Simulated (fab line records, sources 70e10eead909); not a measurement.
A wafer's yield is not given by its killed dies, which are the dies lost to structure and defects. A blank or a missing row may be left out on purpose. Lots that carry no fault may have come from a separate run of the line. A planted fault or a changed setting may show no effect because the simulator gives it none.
Chamber matching | flow nandHarc | 4 sister chambers for NHARC_A_STAIRCASE_ETCH_271 on rieDiel-13
The step etches the open film in CF4/CHF3. 4 wafers are shown with their chamber, then 9 later ones without.

WAFERS, EACH WITH ITS CHAMBER
wafer  | chamber | drypumpMotorCurrentA (A)
L081.4 | 2       | 6.19
L089.6 | 0       | 5.75
L087.3 | 1       | 5.65
L087.5 | 3       | 5.43

WAFERS WHOSE CHAMBER IS MISSING
wafer  | drypumpMotorCurrentA (A)
L090.1 | 5.44
L090.3 | 5.74
L090.5 | 5.64
L092.3 | 5.39
L092.4 | 5.71
L092.6 | 6.20
L094.1 | 6.16
L094.3 | 5.61
L094.4 | 5.74

WHICH CHAMBER EACH WENT THROUGH
wafer  | from the rows above     | in truth
L090.1 | 3                       | 3
L090.3 | 0                       | 0
L090.5 | 1                       | 1
L092.3 | 3                       | 3
L092.4 | can't be placed: 0 or 1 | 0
L092.6 | 2                       | 2
L094.1 | 2                       | 2
L094.3 | 1                       | 1
L094.4 | 0                       | 0
Placed correctly: 8 of 9. Unplaceable from these rows: 1, with the true chamber sitting among the candidates in 1. Placed wrongly: 0.
How it was worked out, from the rows above alone: a wafer's distance from a chamber is the root of the sum, over the readings, of the square of ((its reading less the chamber's mean) divided by the reading's scatter). The wafer belongs to the nearest chamber; if the next one is less than 2 further off, it can't be placed. For every chamber, the mean is computed from those of its wafers that are shown. The scatter: root of mean squared gap, hidden wafer to nearest shown wafer, with one shown wafer a chamber.
